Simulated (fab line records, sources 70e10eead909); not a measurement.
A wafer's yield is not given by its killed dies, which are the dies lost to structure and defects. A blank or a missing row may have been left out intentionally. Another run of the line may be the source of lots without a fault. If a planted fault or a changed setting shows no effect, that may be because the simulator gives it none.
Comparing a struck lot with a sound one / flow nandHarc / 25 steps out of a route of 1302
Sound: wafers L136.1, L136.2, L136.4. Wafers struck: L147.1, L147.4, L147.5. The cause comes at the end.
Each step with rows lists, per side, the tool, then ch with its chambers, then its first start. Under that, the readings that differ: sound wafers / struck wafers / difference of the means / sigmas: that difference in standard deviations of wafers without a fault.
alike: words and numbers the same on both sides, and readings whose means are apart by under 2 such deviations; not compared: readings that were withheld, readings missing a value for some wafer, numbers with overlapping values and no deviation given by the record, and bounds like >300 which may hide the same value.
Wherever a step has rows on one side only, a row that says differs or no value, or a row with sigmas, the two part there. Numbers that have no deviation but don't overlap get no sigmas and don't part them. A reading that every wafer of one side lacks parts them only if that side has two wafers or more.

first, 1 step without rows for these wafers: NHARC_P_M0_SRD_25.
NHARC_P_M0_INSPECT_27:
  sound on defectInspect-02 at day 8 21:14; struck on defectInspect-01 at day 13 07:36
  alike: rawDefectCount
NHARC_P_M0_PRE_CLEAN_31: time 12 s.
  sound on pecvd-01 ch 0,1,2, day 8 21:19; struck on pecvd-04 ch 0,1,2, day 13 07:41
  alike: heaterPowerW
NHARC_P_M0_DEP_32: deposits SiCN, target thk 30 nm.
  sound on pecvd-01 ch 0,1,2, day 8 21:26; struck on pecvd-04 ch 0,1,2, day 13 07:47
  alike: heaterPowerW
then, 7 steps without rows for these wafers: NHARC_P_M1_DEP_00 (deposits SiOC, target thk 182.5 nm); NHARC_P_M1_DEHYDRATE_01 (time 120 s); NHARC_P_M1_HMDS_02 (time 30 s); NHARC_P_M1_COAT_34 (time 65 s); NHARC_P_M1_COAT_03 (resist thk 90 nm); NHARC_P_M1_SOFTBAKE_04 (time 55 s); NHARC_P_M1_EBR_05.
NHARC_P_M1_EXPOSE_06: exposes mask P M1, target cd 130 nm.
  sound on arfiScanner-01 ch 0, day 8 22:30; struck on arfiScanner-03 ch 0, day 13 08:52
reading=exposureDoseMJCm2; sound=81.77 81.84 81.69; struck=84.06 83.98 84.17; difference=+2.30; sigmas=+30
  alike: mask, reticleTempC
then, 2 steps without rows for these wafers: NHARC_P_M1_PEB_07 (peb time 65 s); NHARC_P_M1_DEVELOP_08 (develop time 35 s).
NHARC_P_M1_CD_MEAS_09: target cd 130 nm.
  sound on cdSem-03 ch 0, day 8 22:38; struck on cdSem-02 ch 0, day 13 09:00
reading=cdNm (nm); sound=129.9 130.6 130.6; struck=132.1 131.7 133.2; difference=+2.0; sigmas=+4
NHARC_P_M1_OVL_MEAS_10: pitch 260 nm.
  sound on overlay-01 at day 8 22:43; struck on overlay-01 at day 13 09:05
  alike: overlayXNm, overlayYNm
NHARC_P_M1_INSPECT_11:
  sound on defectInspect-02 at day 8 22:46; struck on defectInspect-02 at day 13 09:07
  alike: rawDefectCount
NHARC_P_M1_DESCUM_14: chemistry O2, time 3 s.
  sound on rieDiel-11 ch 1,2,3, day 8 22:49; struck on rieDiel-01 ch 0,2,3, day 13 09:11
reading=model.P_M1.cdNm (nm); sound=129.5 130 130.8; struck=133 132.3 133; difference=+3; sigmas=
  alike: drypumpMotorCurrentA, oesProductAu, rfVppV, showerheadPlenumPTorr, throttleValvePct
  not compared: rfHoursCounterH
NHARC_P_M1_ETCH_35: etches the open film in N2/H2, target depth 40 nm, overetch 12 nm, time 43.94 s.
  sound on rieDiel-11 ch 0,1,3, day 8 22:55; struck on rieDiel-01 ch 2,3, day 13 09:16
  alike: drypumpMotorCurrentA, oesProductAu, rfVppV, showerheadPlenumPTorr, throttleValvePct
  not compared: rfHoursCounterH
NHARC_P_M1_ETCH_15: etches the open film in C4F8/Ar, target depth 182.5 nm, time 91.2 s.
  sound: rieDiel-11 ch 1,2,3; struck: rieDiel-01 ch 1,2
  alike: oesProductAu, rfVppV
  not compared: rfHoursCounterH
NHARC_P_M1_CD_MEAS_16:
  sound on cdSem-01 at day 8 23:07; struck on cdSem-03 at day 13 09:29
reading=cdNm (nm); sound=128.2 130.2 130.1; struck=133.0 132.9 133.5; difference=+3.6; sigmas=+4
NHARC_P_M1_STRIP_18: strips in N2/H2.
  sound on rieDiel-01 ch 1,2,3, day 8 23:12; struck on rieDiel-01 ch 1,2,3, day 13 09:35
  alike: drypumpMotorCurrentA, oesProductAu, powerW, rfVppV, showerheadPlenumPTorr, throttleValvePct
  not compared: rfHoursCounterH
NHARC_P_M1_ETCH_28: etches the open film in CF4/N2, target depth 30 nm, time 72.99 s.
  sound: rieDiel-01 ch 0,1,2; struck: rieDiel-01 ch 1,3
reading=rfVppV (V); sound=316.1 317.0 313.2; struck=311.9 311.9 311.3; difference=-3.7; sigmas=-2
reading=model.P_M1.cdNm (nm); sound=128.5 130 129.5; struck=132.8 132.2 133.3; difference=+3.4; sigmas=
  alike: drypumpMotorCurrentA, oesProductAu, showerheadPlenumPTorr, throttleValvePct
  not compared: rfHoursCounterH
then, 1 step without rows for these wafers: NHARC_P_M1_STRIP_19 (strips in post etch residue remover, time 600 s).
-- record jumps: 19 days between struck wafers' starts before vs after; left off in module P_M1, resumes in module END, first step shown is number 1302 of the route --
NHARC_END_SORT_01:
  sound on prober-01 ch 0, day 27 03:03; struck on prober-02 ch 0, day 32 03:13
  alike: defectLimitedYield, killedAtArray, killedAtOther, killedAtPeriphery, killedDies, killedOpen, killedShort

WHERE THEY PART
Last at NHARC_P_M1_ETCH_28 as far as this record goes, first at NHARC_P_M1_EXPOSE_06. Later steps at which nothing parts them and some readings are alike: NHARC_END_SORT_01.

WHY: what the simulator had put in
Process parameter drift: arfiScanner-03, from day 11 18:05 on, at NHARC_P_M1_EXPOSE_06. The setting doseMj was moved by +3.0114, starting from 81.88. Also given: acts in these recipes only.
